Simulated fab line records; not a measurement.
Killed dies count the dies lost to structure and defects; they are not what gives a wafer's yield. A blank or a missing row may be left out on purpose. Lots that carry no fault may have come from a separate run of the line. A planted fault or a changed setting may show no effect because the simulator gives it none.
fab line records    flow nand_harc
record: lots: 7  wafers: 21  last_day: 23
route steps=1159 shown P_GATE@120 END@1159
lots with no fault: from the same line, run without faults
start_h: hours from the record's opening day to when the first of the lot's shown wafers began    wait_h: how many hours have passed since the lot's step before this one    " identical to the entry in the row above    L1.1+2: one row covering several wafers at once    - no value, or no start was given    * or withheld: withheld    < > ~ a bound
route shown NAME@n: NAME is a module with steps in the file, n the number in the route of the first one    usual: mean/standard deviation of fault-free wafers    same: alike in all rows    chamber/n: place in a boat    sites: the reading at each site    _std_site: their standard deviation    _edge_site: mean of outer sites minus mean of inner sites    radius_mm: how far each site lies from the wafer's centre    mask NAME#n: copy n    behind: the last tool/chamber to shape the wafer    hold: cause of the lot's hold/its duration in hours/its outcome    device: which transistor (n, p or np) failed to switch    end of line: at the end of the route, the tests of the same wafers    a step with no rows: only its recipe    killed: count of dies lost to structure and defects at first sort (not the wafer's yield)    map: the dies of a wafer, with x for killed, . for not killed, _ for no die there
set.NAME: the setting that was run; set.NAME@STEP: the one run at that earlier step    model.NAME: the simulator's own value behind a step, which no gauge read
certain route steps with their lots: each step a table, each wafer a row
services: when a tool's chamber went out of use (start_h, in hours from the record's first day, below 0 if earlier), for how many hours, and the reason
== steps ==
step: NHARC_P_GATE_PEB_09
recipe: peb_temp_c: 118  peb_time_s: 85
step: NHARC_P_GATE_DEVELOP_10
recipe: time_s: 70
step: NHARC_P_GATE_CD_MEAS_11
recipe: target_cd_nm: 1640  landing_energy_ev: 500
usual: cd_nm: 1640.2/2.3
lot.wafer  tool       chamber  start_h  wait_h  cd_nm
L161.1     cd_sem-02  0        76.56    -       1639.5
L161.2     "          0        "        "       1639.9
L161.4     "          0        "        "       1640.6
L160.1     cd_sem-03  0        76.73    -       1642.6
L160.2     "          0        "        "       1640.2
L160.5     "          0        "        "       1641.3
L163.1     cd_sem-03  0        90.07    -       1641.6
L163.5     "          0        "        "       1639.5
L163.6     "          0        "        "       1639.1
L165.2     cd_sem-02  0        100.05   -       1640.4
L165.3     "          0        "        "       1636.5
L165.4     "          0        "        "       1639.5
L164.1     cd_sem-02  0        100.21   -       1640.2
L164.3     "          0        "        "       1638.0
L164.6     "          0        "        "       1636.6
L173.1     cd_sem-01  0        154.23   -       1642.1
L173.2     "          0        "        "       1641.5
L173.4     "          0        "        "       1643.7
L177.1     cd_sem-03  0        174.54   -       1644.0
L177.5     "          0        "        "       1640.8
L177.6     "          0        "        "       1643.8
step: NHARC_P_GATE_HARDBAKE_12
recipe: temp_c: 125  time_s: 80
step: NHARC_P_GATE_DESCUM_13
recipe: time_s: 3  o2_flow_sccm: 200  ar_flow_sccm: 0  bias_power_w: 0  chemistry: O2
usual: drypump_motor_current_A: 5.7/0.45  mfc_ar_sccm: 0.005/0.012  oes_product_au: 1.001/0.012  rf_vpp_V: 57.7/1  showerhead_plenum_p_Torr: 1.89/0.1  throttle_valve_pct: 11.312/0.0093
lot.wafer  tool         chamber  start_h  wait_h  drypump_motor_current_A  mfc_ar_sccm  oes_product_au  rf_hours_counter_h  rf_vpp_V  showerhead_plenum_p_Torr  throttle_valve_pct
L161.1     rie_diel-13  2        76.76    -       5.8                      0            1.004           27                  57.6      1.79                      11.316
L161.2     "            0        "        "       6.1                      0            1.022           28                  56.3      1.84                      11.322
L161.4     "            1        "        "       5.9                      0            1.013           29                  58.4      2.02                      11.310
L160.2     rie_diel-13  0        76.91    -       6.1                      0            1.001           28                  56.1      1.84                      11.329
L160.1     "            1        "        "       5.9                      0            0.988           29                  58.7      2.02                      11.313
L160.5     "            2        "        "       5.8                      0            0.993           -                   58.0      1.79                      11.306
L163.1     rie_diel-13  2        90.25    -       5.8                      0            0.995           30                  57.7      1.79                      11.317
L163.5     "            0        "        "       6.1                      0            1.002           -                   56.4      1.84                      11.315
L163.6     "            1        "        "       5.9                      0            0.996           -                   59.2      2.02                      11.317
L165.2     rie_diel-01  0        100.20   -       5.8                      0            0.999           41                  57.4      1.78                      11.308
L165.4     "            1        "        "       5.2                      0.016        0.988           39                  55.8      1.77                      11.308
L165.3     "            2        "        "       6.3                      0            1.005           41                  57.5      2.05                      11.308
L164.3     rie_diel-01  1        100.38   -       5.2                      0.016        0.989           39                  56.3      1.77                      11.304
L164.1     "            3        "        "       5.0                      0.027        0.998           41                  58.0      2.02                      11.309
L164.6     "            1        "        "       5.2                      0.016        0.974           -                   57.8      1.77                      11.325
L173.4     rie_diel-13  0        154.43   -       6.1                      0            1.020           10                  57.2      1.84                      11.302
L173.2     "            2        "        "       5.8                      0            0.994           10                  57.0      1.78                      11.279
L173.1     "            3        "        "       4.8                      0            1.008           10                  56.5      1.78                      11.321
L177.1     rie_diel-13  0        174.71   -       6.1                      0            1.004           13                  56.7      1.84                      11.319
L177.6     "            0        "        "       6.1                      0            1.012           -                   58.2      1.84                      11.305
L177.5     "            1        "        "       5.9                      0            0.997           -                   57.8      2.01                      11.317
step: NHARC_P_GATE_ETCH_14
recipe: target_depth_a: 488  chemistry: dHF  material: SiO2
step: NHARC_P_GATE_STRIP_15
recipe: time_s: 780  temp_c: 130  chemistry: SPM
step: NHARC_P_GATE_PRECLEAN_71
recipe: time_s: *  temp_c: 50  bath_age_min: 0  chemistry: SC1
step: NHARC_P_GATE_SRD_72
step: NHARC_P_GATE_OXIDE_16
recipe: target_thk_a: 30  temp_c: 875  ox_time_s: 392  material: SiO2
step: NHARC_P_GATE_CVD_17
recipe: target_thk_a: 1500  temp_c: 620  time_s: 900  material: poly-Si
step: NHARC_P_GATE_HM_DEP_102
recipe: target_thk_a: 1200  temp_c: 400  material: aC
usual: throttle_valve_pct: 35.000/0.01
lot.wafer  tool        chamber  start_h  wait_h  throttle_valve_pct
L161.1     acl_dep-01  0        90.67    2.2     34.997
L161.2     "           0        "        "       35.007
L161.4     "           0        "        "       35.011
L160.1     acl_dep-02  0        90.94    2.4     35.001
L160.2     "           0        "        "       35.013
L160.5     "           0        "        "       34.991
L163.1     acl_dep-03  0        103.06   1.0     35.000
L163.5     "           0        "        "       34.997
L163.6     "           0        "        "       35.010
L164.1     acl_dep-03  0        112.39   0.4     34.983
L164.3     "           0        "        "       34.992
L164.6     "           0        "        "       35.014
L165.2     acl_dep-02  0        112.50   0.5     34.994
L165.3     "           0        "        "       34.992
L165.4     "           0        "        "       35.021
L173.1     acl_dep-01  0        169.87   3.6     34.994
L173.2     "           0        "        "       35.004
L173.4     "           0        "        "       35.002
L177.1     acl_dep-02  0        188.46   1.0     35.019
L177.5     "           0        "        "       35.015
L177.6     "           0        "        "       35.019
step: NHARC_P_GATE_DEP_103
recipe: target_thk_a: 300  target_thk_nm: 30  temp_c: 400  flow_sccm: 200  rf_w: 350  material: SiON
usual: heater_power_w: 767/74
lot.wafer  tool      chamber  start_h  wait_h  heater_power_w
L161.1     pecvd-03  1        91.34    0.6     781
L161.2     "         2        "        "       739
L161.4     "         1        "        "       806
L161.1     pecvd-03  1        91.79    0.4     769
L161.2     "         2        "        "       722
L161.4     "         1        "        "       770
L160.1     pecvd-04  2        91.61    0.6     843
L160.2     "         0        "        "       741
L160.5     "         0        "        "       760
L160.1     pecvd-04  2        91.97    0.3     861
L160.2     "         0        "        "       747
L160.5     "         0        "        "       767
L163.1     pecvd-03  2        103.76   0.6     714
L163.5     "         1        "        "       674
L163.6     "         2        "        "       707
L165.3     pecvd-04  2        113.09   0.4     736
L165.2     "         0        "        "       845
L165.4     "         0        "        "       814
L164.1     pecvd-04  0        113.26   0.8     840
L164.3     "         1        "        "       688
L164.6     "         0        "        "       850
L164.1     pecvd-04  0        113.61   0.3     839
L164.3     "         1        "        "       684
L164.6     "         0        "        "       864
L173.2     pecvd-01  0        170.55   0.5     736
L173.1     "         2        "        "       891
L173.4     "         0        "        "       725
L177.1     pecvd-03  1        189.22   0.7     720
L177.6     "         1        "        "       703
L177.5     "         0        "        "       867
step: NHARC_P_GATE_DEHYDRATE_18
recipe: temp_c: 150  time_s: 120
step: NHARC_END_SORT_01
recipe: temp_c: 25
usual: killed_at_array: 27/10  killed_at_other: 0.6/0.96  killed_at_periphery: 3.4/2.7  killed_dies: 31/10  killed_open: 2.9/1.8  killed_short: 1.8/1.4
same: gross_dies: 677
lot.wafer  tool       chamber  start_h  wait_h  killed_at_array  killed_at_other  killed_at_periphery  killed_dies  killed_open  killed_short
L160.1     prober-01  0        457.33   2.5     12               1                3                    16           1            0
L160.2     prober-01  0        458.14   2.8     12               0                6                    18           4            1
L160.5     prober-01  0        460.55   3.7     11               0                4                    15           1            2
L177.1     prober-02  0        540.17   2.6     20               0                0                    20           2            1
L177.5     prober-02  0        543.37   3.7     19               0                2                    21           6            3
L177.6     prober-02  0        544.17   4.0     16               0                3                    19           2            3
killed by level:class
L160.1 A_CHANNEL_HOLE_D1:chamber_film_flake=3 A_STAIRCASE:chamber_film_flake=3 P_STI:chamber_film_flake=2 A_CHANNEL_FILL_D1:chamber_film_flake=2 A_WL_FILL:chamber_film_flake=2 P_M0:geometric_particle:open=1 A_SGD_CUT:chamber_film_flake=1 A_CONTACT:chamber_film_flake=1
L160.2 A_CHANNEL_HOLE_D1:chamber_film_flake=3 A_STAIRCASE:chamber_film_flake=3 A_CONTACT:geometric_particle:open=2 P_STI:chamber_film_flake=2 P_GATE:chamber_film_flake=2 P_M0:chamber_film_flake=2 A_CHANNEL_FILL_D1:geometric_particle:short=1 A_BLC:geometric_particle:open=1
L160.5 A_CHANNEL_HOLE_D1:chamber_film_flake=4 A_CONTACT:chamber_film_flake=3 P_STI:chamber_film_flake=2 P_GATE:geometric_particle:open=1 A_ONON_D1:geometric_particle:short=1 A_CHANNEL_FILL_D1:chamber_film_flake=1 A_CHANNEL_FILL_D1:geometric_particle:short=1 P_GATE:chamber_film_flake=1
L177.1 A_CHANNEL_HOLE_D1:chamber_film_flake=10 A_SLIT:chamber_film_flake=3 A_CONTACT:chamber_film_flake=2 A_CONTACT:geometric_particle:open=1 A_CONTACT:geometric_particle:short=1 A_M0:geometric_particle:open=1 A_STAIRCASE:chamber_film_flake=1 A_BONDPAD:chamber_film_flake=1
L177.5 A_SLIT:chamber_film_flake=5 A_CONTACT:chamber_film_flake=3 A_WL_FILL:geometric_particle:short=2 P_CONTACT:geometric_particle:open=1 A_ONON_D1:geometric_particle:open=1 A_ONON_D1:geometric_particle:short=1 A_CHANNEL_HOLE_D1:geometric_particle:open=1 A_SGD_CUT:geometric_particle:open=1
L177.6 A_CHANNEL_HOLE_D1:chamber_film_flake=6 A_CONTACT:chamber_film_flake=4 P_CONTACT:geometric_particle:short=2 A_SLIT:chamber_film_flake=2 A_SGD_CUT:geometric_particle:short=1 A_CONTACT:geometric_particle:open=1 A_BLC:geometric_particle:open=1 P_STI:chamber_film_flake=1
== services ==
tool         chamber  start_h  hours  kind
rie_diel-13  0        53.73    -      clean
rie_diel-13  1        53.73    -      clean
rie_diel-13  2        53.73    -      clean
rie_diel-13  3        53.73    -      clean
pecvd-01     -        56.00    13.0   pm
pecvd-01     -        73.74    0.5    repair
rie_diel-13  0        78.23    -      clean
rie_diel-13  1        78.23    -      clean
rie_diel-13  2        78.23    -      clean
rie_diel-13  3        78.23    -      clean
pecvd-03     -        85.20    2.8    repair
pecvd-01     0        94.73    7.2    repair
rie_diel-13  -        99.01    9.0    pm
rie_diel-13  0        99.01    9.0    vent_cycle
pecvd-04     2        103.94   8.4    repair
acl_dep-01   -        111.07   13.0   pm
pecvd-03     -        111.35   13.0   pm
rie_diel-13  1        114.66   9.2    repair
rie_diel-01  0        125.14   5.7    repair
pecvd-03     -        128.65   8.3    repair
rie_diel-01  -        146.45   9.0    pm
acl_dep-03   -        158.38   4.9    repair
acl_dep-02   -        169.99   13.0   pm
rie_diel-13  -        187.65   0.8    repair
== key ==
first_sign: step: NHARC_P_GATE_DEP_103  reading: visit  direction: added
effect none on later readings
met_at NHARC_P_GATE_DEP_103
struck_wafers L160.1,L160.2,L160.5,L161.1,L161.2,L161.4,L164.1,L164.3,L164.6
tester_left_out L160,L161,L164
fault: kind: repeated_step_whole  tool: pecvd-01,pecvd-03,pecvd-04  chamber: -  onset_h: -  steps: NHARC_P_GATE_DEP_103  times: 1  scope: struck_lots_only
tester_left_out: of these lots the tester's yield and bins aren't shown, on N5 and GAA mostly nor the transistor test; their killed dies are dies lost to structure and defects alone, not to doping, threshold or leakage, so they don't give the yield
